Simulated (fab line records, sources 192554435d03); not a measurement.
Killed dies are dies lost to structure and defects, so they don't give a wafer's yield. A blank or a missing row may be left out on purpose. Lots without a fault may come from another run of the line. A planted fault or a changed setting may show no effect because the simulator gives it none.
fab line records | flow n5_finfet
record lots=11 wafers=32 last_day=17
route steps=1938 shown BEOL_M15@1824 MIM_BOT@1832 TV_OPEN@1890
lots that met no fault: from a run of the same line without faults
start_h: hours from the record's first day to the start of the lot's first wafer shown | wait_h: hours since the lot's step before | " the same as in the row above | L1.1+2: a row that stands for several wafers | - no value, or no start given | * or withheld: withheld | < > ~ a bound
route shown NAME@n: a module of which the file shows steps, and the number in the route of the first | usual: mean/standard deviation of fault-free wafers | same: alike in all rows | chamber/n: place in a boat | sites: the reading at each site | _std_site: their standard deviation | _edge_site: outer sites' mean less inner sites' | radius_mm: how far each site lies from the wafer's centre | mask NAME#n: copy n | behind: the tool/chamber that last shaped the wafer | hold: why the lot was held/for how many hours/how that ended | device: the transistor (n, p or np) that didn't switch | end of line: the same wafers' tests at the end of the route | a step without rows: its recipe alone | killed: dies lost to structure and defects at the first sort, not the wafer's yield | map: a wafer's dies, x killed, . not, _ none there
set.NAME: the setting as run; set.NAME@STEP: as run at that earlier step | model.NAME: the simulator's own value behind a step, which no gauge read
steps of the route over a sample of lots; a table a step, a row a wafer
services: from which hour (start_h, from the record's first day; less than 0 if before it) a tool's chamber was out of use, for how many hours, and why
## steps
# step N5_BEOL_M15_CMP_49
# recipe stop_on=SiO2 t_overpolish_s=4.9 down_force_psi=2 platen_rpm=80 clearing_platen_down_force_psi=2 clearing_platen_rpm=80 post_cmp_clean=cu_alkaline target_thk_nm=850 clearing_platen_pad_velocity_m_s=1.5917 pad_velocity_m_s=1.5917
# usual barrier_field_endpoint_s=11.4/0.4 clearing_platen_rpm=80.00/0.041 motor_current_A=8.2/0.66 overpolish_run_s=4.899/0.0088 slurry_filter_dp_kPa=13.49/0.15
# columns lot.wafer tool chamber start_h wait_h barrier_field_endpoint_s clearing_platen_rpm motor_current_A overpolish_run_s slurry_filter_dp_kPa
L748.4 cmp-04 3 241.05 0.2 11.4 79.99 8.2 4.910 13.57
L748.3 " 1 " " 12.1 79.99 8.6 4.904 13.38
L748.5 " 3 " " 11.4 80.01 7.9 4.899 13.48
L749.2 cmp-04 2 255.66 0.2 10.7 80.02 9.2 4.888 13.33
L749.4 " 0 " " 11.8 80.02 8.0 4.918 13.55
L749.6 " 3 " " 11.4 79.96 7.6 4.886 13.43
L751.1 cmp-03 3 255.83 0.3 10.9 79.93 7.3 4.896 13.35
L751.2 " 2 " " 10.8 79.98 6.9 4.908 13.82
L751.5 " 0 " " 11.5 79.94 8.4 4.894 13.16
L750.2 cmp-04 1 270.22 0.5 12.8 80.00 8.7 4.895 13.45
L750.6 " 3 " " 11.5 79.94 8.0 4.896 13.45
L750.5 " 0 " " 11.8 80.00 8.4 4.901 13.46
L754.3 cmp-01 3 277.42 0.2 12.1 80.02 7.9 4.911 13.48
L754.1 " 0 " " 11.2 79.97 8.7 4.896 13.61
L754.5 " 2 " " 11.5 80.02 7.3 4.913 13.53
L753.4 cmp-04 2 280.40 0.2 10.8 80.03 8.6 4.892 13.53
L753.5 " 3 " " 11.2 80.01 8.1 4.885 13.58
L755.2 cmp-03 3 300.42 0.2 11.1 80.03 7.6 4.907 13.56
L755.4 " 0 " " 11.5 79.96 8.6 4.904 13.61
L755.6 " 3 " " 11.2 79.93 7.7 4.902 13.57
L762.1 cmp-04 1 340.12 0.3 11.9 80.06 8.1 4.900 13.53
L762.3 " 2 " " 10.8 80.01 8.4 4.892 13.45
L762.6 " 0 " " 11.2 80.01 7.7 4.918 13.46
L764.2 cmp-04 1 350.31 0.2 12.1 80.05 8.6 4.902 13.46
L764.6 " 1 " " 12.2 79.98 7.9 4.902 13.53
L764.5 " 2 " " 11.1 80.04 9.0 4.911 13.67
L766.3 cmp-04 0 363.86 0.2 11.1 79.98 8.2 4.903 13.24
L766.2 " 3 " " 11.6 79.98 7.7 4.904 13.37
L766.5 " 1 " " 12.0 79.99 8.4 4.910 13.51
L770.3 cmp-01 0 387.48 0.2 10.9 79.95 7.9 4.897 13.59
L770.5 " 0 " " 11.2 79.92 8.3 4.893 13.62
L770.6 " 1 " " 11.5 79.95 9.2 4.901 13.50
# step N5_BEOL_M15_THK_MEAS_50
# recipe thk_meas_gauge=xrf reads=Cu_of_BEOL_M15_ECD_47
# usual M15_THK=860/20
# columns lot.wafer tool chamber start_h wait_h M15_THK[nm]
L748.3 film_metro-01 - 241.31 - 823
L748.4 " - " " 848
L748.5 " - " " 859
L749.2 film_metro-01 - 255.96 - 844
L749.4 " - " " 848
L749.6 " - " " 848
L751.1 film_metro-01 - 256.13 - 872
L751.2 " - " " 855
L751.5 " - " " 854
L750.2 film_metro-01 - 270.48 - 855
L750.5 " - " " 876
L750.6 " - " " 857
L754.1 film_metro-01 - 277.67 - 827
L754.3 " - " " 849
L754.5 " - " " 824
L753.4 film_metro-01 - 280.58 - 834
L753.5 " - " " 816
L755.2 film_metro-01 - 300.72 - 856
L755.4 " - " " 843
L755.6 " - " " 879
L762.1 film_metro-01 - 340.38 - 866
L762.3 " - " " 890
L762.6 " - " " 886
L764.2 film_metro-01 - 350.60 - 851
L764.5 " - " " 838
L764.6 " - " " 884
L766.2 film_metro-02 - 364.15 - 844
L766.3 " - " " 874
L766.5 " - " " 885
L770.3 film_metro-01 - 387.78 - 879
L770.5 " - " " 861
L770.6 " - " " 882
# step N5_MIM_BOT_DEGAS_01
# recipe ambient=vacuum temp_c=300 time_s=60
# usual heater_power_w=464/43
# columns lot.wafer tool chamber start_h wait_h heater_power_w
L748.3 pvd_sputter-02 - 244.31 1.6 473
L748.4 " - " " 404
L748.5 " - " " 473
L749.2 pvd_sputter-03 - 257.54 0.4 464
L749.4 " - " " 456
L749.6 " - " " 402
L751.1 pvd_sputter-01 - 257.66 0.4 517
L751.2 " - " " 495
L751.5 " - " " 537
L750.2 pvd_sputter-03 - 272.62 1.0 442
L750.5 " - " " 457
L750.6 " - " " 392
L754.1 pvd_sputter-01 - 279.27 0.4 505
L754.3 " - " " 433
L754.5 " - " " 430
L753.4 pvd_sputter-03 - 282.04 0.3 426
L753.5 " - " " 388
L755.2 pvd_sputter-01 - 302.68 0.8 525
L755.4 " - " " 502
L755.6 " - " " 414
L762.1 pvd_sputter-01 - 341.62 0.1 447
L762.3 " - " " 533
L762.6 " - " " 508
L764.2 pvd_sputter-02 - 353.01 1.2 481
L764.5 " - " " 489
L764.6 " - " " 437
L766.2 pvd_sputter-01 - 366.80 0.9 529
L766.3 " - " " 419
L766.5 " - " " 511
L770.3 pvd_sputter-01 - 389.11 0.2 422
L770.5 " - " " 443
L770.6 " - " " 499
# step N5_PASSIVATION_ETCH_15
# recipe chemistry=CF4/N2 target=SiCN target_depth_a=750 taper_deg=2 time_s=81.2 ion_energy_ev=150 mask_material=SiNx pressure_mtorr=40 source_w=430 bias_w=70 Ar_flow_sccm=100 cf4_flow_sccm=60 n2_flow_sccm=60
# usual bias_w=69.99/0.22 drypump_motor_current_A=5.90/0.27 oes_product_au=0.79/0.089 rf_vpp_V=382.0/1.6 showerhead_plenum_p_Torr=2.20/0.058 throttle_valve_pct=15.39/0.24
# columns lot.wafer tool chamber start_h wait_h bias_w drypump_motor_current_A oes_product_au rf_hours_counter_h rf_vpp_V showerhead_plenum_p_Torr throttle_valve_pct
L748.3 rie_diel-02 1 254.51 - 70.02 5.97 0.82 86 384.8 2.32 15.23
L748.4 " 3 " " 69.81 6.15 0.89 33 380.2 2.17 15.20
L748.5 " 0 " " 70.06 5.52 0.85 - 382.5 2.16 15.24
L749.2 rie_diel-06 1 261.88 - 70.02 6.44 0.82 79 383.6 2.24 15.18
L749.4 " 2 " " 70.04 6.04 0.72 222 381.7 2.15 15.47
L749.6 " 3 " " 69.79 5.78 0.67 - 381.7 2.19 15.89
L751.1 rie_diel-02 0 261.91 - 70.05 5.52 0.86 43 381.4 2.16 15.24
L751.2 " 1 " " 69.75 5.97 0.82 89 386.0 2.32 15.23
L751.5 " 1 " " 69.84 5.98 0.81 - 385.2 2.32 15.24
L750.2 rie_diel-06 1 276.62 - 70.18 6.48 0.80 83 383.4 2.24 15.19
L750.5 " 3 " " 70.45 5.77 0.67 - 381.5 2.19 15.89
L750.6 " 2 " " 70.23 6.03 0.71 - 382.7 2.15 15.49
L754.1 rie_diel-06 0 285.22 - 69.84 5.78 0.71 204 383.4 2.28 15.59
L754.3 " 1 " " 69.96 6.50 0.80 85 382.3 2.24 15.19
L754.5 " 3 " " 69.77 5.77 0.66 - 381.1 2.19 15.90
L753.4 rie_diel-02 3 288.36 - 69.83 6.15 0.87 44 381.1 2.17 15.21
L753.5 " 1 " " 69.91 6.00 0.81 - 384.2 2.31 15.25
L755.2 rie_diel-03 3 307.35 - 69.97 5.82 0.92 6 383.3 2.25 14.93
L755.4 " 2 " " 69.99 6.02 0.78 126 381.8 2.23 15.57
L755.6 " 0 " " 70.35 5.73 0.74 - 380.8 2.11 15.60
L762.1 rie_diel-06 0 349.23 - 79.67 5.78 0.71 225 416.1 2.27 15.61
L762.3 " 3 " " 79.26 5.79 0.98 7 413.1 2.19 15.42
L762.6 " 1 " " 79.86 6.52 0.80 - 415.9 2.23 15.24
L764.2 rie_diel-06 0 361.08 - 79.36 5.79 0.71 230 414.5 2.27 15.64
L764.5 " 3 " " 79.46 5.79 0.95 - 412.4 2.19 15.44
L764.6 " 1 " " 79.72 6.47 0.78 - 415.4 2.23 15.23
L766.2 rie_diel-03 1 377.06 - 70.10 5.44 0.94 6 379.8 2.17 15.36
L766.3 " 2 " " 70.07 6.04 0.77 148 382.0 2.22 15.60
L766.5 " 2 " " 70.58 6.07 0.77 - 384.5 2.22 15.59
L770.3 rie_diel-02 3 395.04 - 69.64 6.11 0.81 78 382.9 2.16 15.31
L770.5 " 3 " " 69.62 6.13 0.82 - 381.2 2.16 15.30
L770.6 " 0 " " 70.11 5.49 0.80 - 379.6 2.15 15.30
## services
# columns tool chamber start_h hours kind
rie_diel-03 - 220.73 0.9 repair
rie_diel-02 3 229.20 1.3 repair
cmp-01 - 229.82 3.5 repair
cmp-04 - 231.46 1.4 repair
rie_diel-03 0 237.94 16.9 repair
cmp-03 - 246.74 0.4 repair
cmp-01 - 255.89 0.7 repair
cmp-04 - 293.85 7.3 pm
rie_diel-06 3 300.38 - clean
rie_diel-06 3 300.38 - consumable_replace:focus_ring
rie_diel-06 3 300.38 24.3 scheduled_down
rie_diel-06 3 300.38 24.3 vent_cycle
cmp-01 - 300.42 4.0 pm
cmp-04 - 306.09 0.8 repair
cmp-04 - 307.92 2.7 repair
cmp-01 - 316.25 4.7 pm
cmp-03 - 322.94 0.5 repair
rie_diel-02 2 343.65 3.2 repair
rie_diel-06 2 347.95 - clean
rie_diel-06 2 347.95 - consumable_replace:focus_ring
cmp-04 - 353.65 5.0 repair
pvd_sputter-03 - 366.40 10.0 repair
rie_diel-03 1 367.60 2.7 repair
rie_diel-02 0 372.38 12.3 repair
## key
first_sign step=N5_PASSIVATION_ETCH_15 reading=bias_w direction=up sigmas=44 usual=* struck=*
effect step=N5_PASSIVATION_ETCH_15 reading=rf_vpp_V direction=up sigmas=20 usual=382.0 struck=414.6
met_at N5_PASSIVATION_ETCH_15
struck_lots L762,L764
not_acting_at N5_BEOL_M15_CMP_49,N5_BEOL_M15_THK_MEAS_50,N5_MIM_BOT_DEGAS_01
onset_between 285.22 349.23
fault kind=process_parameter_drift tool=rie_diel-06 chamber=- onset_h=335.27 steps=N5_PASSIVATION_ETCH_15 channel=bias_w offset=* shape=step end_h=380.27 acts_in=* stated=*
